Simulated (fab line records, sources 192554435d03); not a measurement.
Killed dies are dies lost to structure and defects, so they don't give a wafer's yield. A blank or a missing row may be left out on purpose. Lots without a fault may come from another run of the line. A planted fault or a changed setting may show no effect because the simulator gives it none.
fab line records | flow n5_finfet | part 2 of 2: steps 5 to 6 of 6
record lots=18 wafers=54 last_day=18
route steps=1938 shown BEOL_M0_SAQP@650 BEOL_M0@718
lots that met no fault: from a run of the same line without faults
start_h: hours from the record's first day to the start of the lot's first wafer shown | wait_h: hours since the lot's step before | " the same as in the row above | L1.1+2: a row that stands for several wafers | - no value, or no start given | * or withheld: withheld | < > ~ a bound
route shown NAME@n: a module of which the file shows steps, and the number in the route of the first | usual: mean/standard deviation of fault-free wafers | same: alike in all rows | chamber/n: place in a boat | sites: the reading at each site | _std_site: their standard deviation | _edge_site: outer sites' mean less inner sites' | radius_mm: how far each site lies from the wafer's centre | mask NAME#n: copy n | behind: the tool/chamber that last shaped the wafer | hold: why the lot was held/for how many hours/how that ended | device: the transistor (n, p or np) that didn't switch | end of line: the same wafers' tests at the end of the route | a step without rows: its recipe alone | killed: dies lost to structure and defects at the first sort, not the wafer's yield | map: a wafer's dies, x killed, . not, _ none there
set.NAME: the setting as run; set.NAME@STEP: as run at that earlier step | model.NAME: the simulator's own value behind a step, which no gauge read
steps of the route over a sample of lots; a table a step, a row a wafer
services: from which hour (start_h, from the record's first day; less than 0 if before it) a tool's chamber was out of use, for how many hours, and why
## steps
# step N5_BEOL_M0_SAQP_ETCH_49
# recipe chemistry=CF4/O2 target_depth_a=370 target=SiO2 pressure_mtorr=40 source_w=535 bias_w=49 Ar_flow_sccm=100 cf4_flow_sccm=100 O2_flow_sccm=10 ion_energy_ev=100
# usual O2_flow_sccm=10.00/0.032 chamber_pressure_mTorr=40.00/0.036 drypump_motor_current_A=5.6/0.41 oes_product_au=0.81/0.088 rf_fwd_power_W=532.8/1.6 rf_vpp_V=241/3.7 showerhead_plenum_p_Torr=2.25/0.093 throttle_valve_pct=15.88/0.27
# columns lot.wafer tool chamber start_h wait_h O2_flow_sccm chamber_pressure_mTorr drypump_motor_current_A oes_product_au rf_fwd_power_W rf_hours_counter_h rf_vpp_V showerhead_plenum_p_Torr throttle_valve_pct
L074.2 rie_diel-04 3 119.61 0.3 9.94 40.01 5.8 0.72 534.7 163 238 2.29 16.21
L074.5 " 1 " " 10.02 40.10 6.0 0.72 533.8 - 247 2.29 15.95
L074.6 " 2 " " 10.01 40.01 5.6 0.72 532.2 - 243 2.10 16.07
L075.1 rie_diel-04 3 121.95 0.3 10.06 40.00 5.9 0.72 532.4 163 237 2.29 16.24
L075.5 " 2 " " 10.01 40.02 5.7 0.71 533.5 - 243 2.10 16.07
L075.6 " 1 " " 10.05 40.00 6.0 0.72 533.7 - 244 2.29 15.94
L077.1 rie_diel-06 0 136.84 0.3 10.01 40.00 5.9 0.94 531.5 8 241 2.35 15.93
L077.2 " 1 " " 9.98 40.05 5.0 0.97 533.9 1 248 2.35 15.30
L077.5 " 1 " " 9.97 40.03 5.0 0.96 533.9 - 249 2.35 15.30
L080.4 rie_diel-05 1 177.17 0.3 9.99 40.04 5.5 0.78 533.0 132 240 2.12 15.90
L080.5 " 0 " " 9.96 39.99 5.9 0.90 529.4 - 240 2.15 15.64
L080.6 " 1 " " 10.02 40.02 5.5 0.77 531.4 - 242 2.12 15.91
L081.2 rie_diel-06 3 185.18 0.3 10.03 40.04 5.6 0.86 533.2 61 242 2.33 15.72
L081.4 " 0 " " 10.01 39.93 5.9 0.90 533.9 22 242 2.35 15.95
L081.5 " 1 " " 10.01 40.02 5.0 0.90 531.1 - 247 2.34 15.32
L082.1 rie_diel-04 3 185.71 0.3 9.99 40.03 5.9 0.71 530.4 184 239 2.29 16.26
L082.4 " 0 " " 10.00 39.99 6.3 0.84 530.8 45 235 2.23 16.02
L082.5 " 2 " " 10.02 40.05 5.6 0.70 534.7 - 243 2.09 16.11
L084.2 rie_diel-04 1 189.25 0.3 9.95 40.00 6.0 0.71 533.0 214 245 2.28 15.97
L084.3 " 0 " " 9.98 39.98 6.2 0.85 533.1 46 234 2.23 16.01
L084.4 " 3 " " 9.98 39.97 5.8 0.72 534.5 186 238 2.29 16.26
L085.1 rie_diel-06 3 189.85 0.3 9.98 39.96 5.6 0.85 530.5 63 241 2.33 15.72
L085.2 " 1 " " 10.02 40.03 5.0 0.91 532.7 17 248 2.34 15.29
L085.4 " 2 " " 10.02 40.00 5.8 0.92 529.3 9 245 2.27 15.55
L086.2 rie_diel-04 3 192.66 0.3 10.01 39.89 5.9 0.71 532.8 187 239 2.28 16.26
L086.3 " 0 " " 9.98 40.02 6.3 0.85 528.1 47 235 2.23 16.03
L086.6 " 1 " " 9.97 39.96 6.0 0.71 533.5 - 245 2.28 15.96
L087.1 rie_diel-06 3 194.83 0.3 10.02 40.08 5.6 0.85 533.1 65 242 2.33 15.73
L087.3 " 0 " " 9.99 39.98 5.9 0.89 532.1 26 240 2.35 15.97
L087.4 " 2 " " 10.05 40.06 5.9 0.92 531.2 11 246 2.27 15.56
L089.1 rie_diel-06 0 207.27 0.3 9.95 40.01 5.9 0.89 534.8 29 242 2.35 15.99
L089.2 " 3 " " 10.03 39.99 5.6 0.84 534.5 69 243 2.33 15.72
L089.3 " 1 " " 9.98 39.96 5.0 0.88 535.3 23 248 2.34 15.32
L090.1 rie_diel-06 1 210.75 0.3 10.02 40.04 5.0 0.88 535.8 24 246 2.34 15.33
L090.2 " 2 " " 10.01 39.96 5.9 0.90 534.1 16 245 2.27 15.58
L090.5 " 0 " " 9.97 39.97 5.9 0.88 536.1 - 241 2.34 15.97
L091.2 rie_diel-06 0 212.83 0.3 10.05 40.03 5.9 0.88 533.1 31 240 2.34 15.98
L091.4 " 2 " " 9.99 40.03 5.9 0.89 533.7 17 245 2.26 15.59
L091.6 " 0 " " 10.06 39.99 5.9 0.88 532.1 - 241 2.34 15.98
L092.2 rie_diel-04 1 223.04 0.3 10.03 40.01 6.0 0.72 536.6 225 244 2.28 15.99
L092.3 " 0 " " 10.01 39.95 6.3 0.84 533.5 57 237 2.23 16.06
L092.6 " 3 " " 10.01 40.03 5.8 0.70 533.8 - 240 2.28 16.31
L093.1 rie_diel-06 1 227.20 0.3 10.04 40.04 5.0 0.88 534.1 29 247 2.34 15.34
L093.2 " 2 " " 9.95 39.98 5.9 0.89 533.1 21 245 2.26 15.57
L093.5 " 1 " " 10.04 40.03 5.0 0.88 533.9 - 247 2.34 15.34
L094.1 rie_diel-05 2 237.31 0.3 10.04 39.97 4.9 0.76 532.1 125 236 2.22 16.14
L094.4 " 0 " " 9.97 40.03 5.8 0.88 529.4 50 238 2.14 15.68
L094.6 " 2 " " 10.03 40.04 4.9 0.77 533.2 - 237 2.22 16.14
L095.2 rie_diel-05 2 258.31 0.4 10.03 40.02 4.9 0.76 533.8 131 236 2.21 16.17
L095.4 " 3 " " 10.01 40.05 5.1 0.71 534.4 238 238 2.09 16.07
L095.5 " 3 " " 10.01 40.00 5.2 0.70 533.5 - 236 2.09 16.08
L097.3 rie_diel-05 2 277.66 0.3 10.00 39.98 4.9 0.76 533.0 135 236 2.21 16.15
L097.4 " 3 " " 9.99 40.04 5.2 0.70 531.3 243 237 2.09 16.08
L097.5 " 1 " " 10.04 40.01 5.5 0.75 531.8 - 241 2.11 15.95
# step N5_BEOL_M0_STRIP_104
# recipe chemistry=N2/H2 power_w=450 temp_c=40 pressure_mtorr=20 rf_frequency_hz=6e+07 overash_fraction=0.3 bias_power_w=7 h2_frac=0.5 n2_flow_sccm=200 h2_flow_sccm=200
# usual chamber_pressure_mTorr=20.00/0.04 drypump_motor_current_A=5.53/0.27 n2_flow_sccm=200.0/0.56 oes_product_au=0.79/0.082 rf_vpp_V=59.0/1.7 showerhead_plenum_p_Torr=2.49/0.099 throttle_valve_pct=23.67/0.29
# columns lot.wafer tool chamber start_h wait_h chamber_pressure_mTorr drypump_motor_current_A n2_flow_sccm oes_product_au rf_hours_counter_h rf_vpp_V showerhead_plenum_p_Torr throttle_valve_pct
L075.1 rie_diel-02 1 125.07 0.0 19.99 4.91 199.4 0.69 236 60.0 2.49 23.42
L075.5 " 3 " " 20.04 5.40 200.2 0.75 - 60.1 2.44 24.12
L075.6 " 0 " " 20.01 5.44 199.8 0.72 - 58.4 2.42 23.71
L074.2 rie_diel-02 0 125.17 0.0 20.00 5.45 199.4 0.71 180 57.2 2.42 23.71
L074.5 " 1 " " 19.99 4.93 200.4 0.67 - 58.8 2.49 23.42
L074.6 " 2 " " 20.03 5.80 200.6 0.68 - 57.9 2.60 23.81
L077.1 rie_diel-02 3 137.93 0.0 19.98 5.39 200.0 0.75 144 59.8 2.43 24.14
L077.2 " 1 " " 20.01 4.93 200.7 0.69 241 59.7 2.49 23.43
L077.5 " 2 " " 20.04 5.82 200.0 0.70 - 59.4 2.60 23.82
L080.4 rie_diel-03 2 179.30 0.0 19.98 5.57 200.3 0.74 185 58.3 2.30 23.48
L080.5 " 2 " " 20.08 5.57 199.8 0.75 - 60.4 2.30 23.47
L080.6 " 3 " " 19.98 5.75 199.2 0.89 - 59.9 2.48 23.33
L081.2 rie_diel-03 1 186.40 0.0 20.00 5.68 200.2 0.75 130 57.3 2.42 23.71
L081.4 " 3 " " 20.00 5.76 200.1 0.87 34 59.2 2.48 23.33
L081.5 " 1 " " 19.95 5.68 200.3 0.75 - 57.9 2.42 23.68
L082.1 rie_diel-03 3 186.67 0.0 20.04 5.78 199.3 0.88 34 58.3 2.48 23.34
L082.4 " 0 " " 20.02 5.59 199.7 0.78 96 61.5 2.67 24.08
L082.5 " 3 " " 20.07 5.78 199.4 0.87 - 59.8 2.48 23.32
L084.2 rie_diel-03 0 190.70 0.0 20.02 5.57 201.1 0.78 98 61.3 2.67 24.07
L084.3 " 1 " " 19.97 5.67 199.6 0.76 131 58.3 2.42 23.72
L084.4 " 2 " " 20.15 5.59 200.1 0.74 189 59.5 2.30 23.47
L085.1 rie_diel-02 2 193.42 0.0 19.91 5.78 199.4 0.92 10 60.1 2.59 23.41
L085.2 " 1 " " 20.01 4.92 199.5 0.99 2 59.8 2.49 23.14
L085.4 " 0 " " 19.96 5.45 200.1 0.68 207 59.1 2.41 23.80
L086.2 rie_diel-03 3 193.78 0.0 20.05 5.74 200.0 0.87 37 60.9 2.48 23.32
L086.3 " 1 " " 19.99 5.68 199.8 0.75 132 59.4 2.42 23.70
L086.6 " 2 " " 19.99 5.58 200.5 0.72 - 57.9 2.30 23.51
L087.1 rie_diel-03 2 196.00 0.0 20.02 5.58 199.9 0.75 191 58.4 2.30 23.49
L087.3 " 3 " " 19.98 5.80 199.7 0.86 38 58.4 2.48 23.31
L087.4 " 0 " " 19.98 5.55 200.0 0.79 100 60.9 2.67 24.06
L089.1 rie_diel-01 3 208.33 0.0 19.94 5.46 200.5 0.73 186 61.0 2.54 23.43
L089.2 " 1 " " 20.01 5.09 200.3 0.81 83 59.8 2.56 23.91
L089.3 " 2 " " 20.00 5.93 200.5 0.82 91 58.5 2.57 23.79
L090.1 rie_diel-01 0 211.91 0.0 19.98 5.42 199.9 0.95 10 59.0 2.49 23.36
L090.2 " 2 " " 20.01 5.93 200.1 0.83 92 62.8 2.56 23.82
L090.5 " 2 " " 20.02 5.94 200.0 0.84 - 62.0 2.57 23.85
L091.2 rie_diel-03 3 214.59 0.0 19.96 5.80 200.3 0.87 42 60.8 2.47 23.36
L091.4 " 1 " " 19.96 5.69 200.1 0.76 140 57.5 2.42 23.73
L091.6 " 2 " " 19.96 5.58 199.1 0.73 - 55.5 2.29 23.50
L092.2 rie_diel-02 2 225.33 0.0 20.01 5.80 199.6 0.91 19 59.0 2.58 23.42
L092.3 " 3 " " 20.00 5.36 199.0 0.73 174 57.1 2.42 24.19
L092.6 " 3 " " 20.00 5.38 199.9 0.74 - 56.7 2.42 24.17
L093.1 rie_diel-01 3 228.30 0.0 19.98 5.43 200.6 0.73 193 60.3 2.54 23.46
L093.2 " 0 " " 20.05 5.42 200.3 0.95 16 60.2 2.49 23.32
L093.5 " 3 " " 20.03 5.43 200.4 0.72 - 58.2 2.54 23.40
L094.1 rie_diel-01 2 238.96 0.0 20.02 5.93 200.3 0.82 102 58.5 2.56 23.84
L094.4 " 1 " " 20.02 5.11 199.9 0.81 - 59.1 2.56 23.93
L094.6 " 0 " " 19.89 5.47 199.0 0.93 - 58.3 2.49 23.35
L095.2 rie_diel-01 2 260.29 0.0 20.02 5.94 199.4 0.81 107 58.1 2.56 23.86
L095.4 " 0 " " 19.98 5.43 200.3 0.90 28 56.3 2.48 23.38
L095.5 " 2 " " 19.97 5.91 199.9 0.82 - 58.5 2.56 23.83
L097.3 rie_diel-03 1 281.27 0.0 19.99 5.70 200.3 0.72 163 58.7 2.41 23.75
L097.4 " 2 " " 19.90 5.57 200.1 0.71 221 59.6 2.28 23.51
L097.5 " 1 " " 20.04 5.68 200.8 0.73 - 61.6 2.41 23.71
## services
# columns tool chamber start_h hours kind
rie_diel-06 0 92.68 - clean
rie_diel-06 0 92.68 - consumable_replace:focus_ring
rie_diel-06 0 92.68 - consumable_replace:showerhead
rie_diel-06 0 92.68 20.7 scheduled_down
rie_diel-06 0 92.68 20.7 vent_cycle
rie_diel-02 3 106.41 11.6 repair
rie_diel-06 1 113.51 - clean
rie_diel-06 1 113.51 - consumable_replace:focus_ring
rie_diel-06 1 113.51 - consumable_replace:showerhead
rie_diel-06 1 113.51 17.6 scheduled_down
rie_diel-06 1 113.51 17.6 vent_cycle
rie_diel-06 2 142.38 - clean
rie_diel-06 2 142.38 - consumable_replace:focus_ring
rie_diel-06 2 142.38 12.8 scheduled_down
rie_diel-06 2 142.38 12.8 vent_cycle
rie_diel-02 2 150.55 - clean
rie_diel-02 2 150.55 - consumable_replace:focus_ring
rie_diel-02 - 151.44 0.6 repair
rie_diel-03 3 201.09 8.5 repair
rie_diel-01 1 205.35 2.7 repair
rie_diel-06 1 231.72 4.9 repair
rie_diel-01 3 237.65 3.0 repair
rie_diel-01 2 253.64 4.9 repair
rie_diel-06 0 280.96 8.9 repair
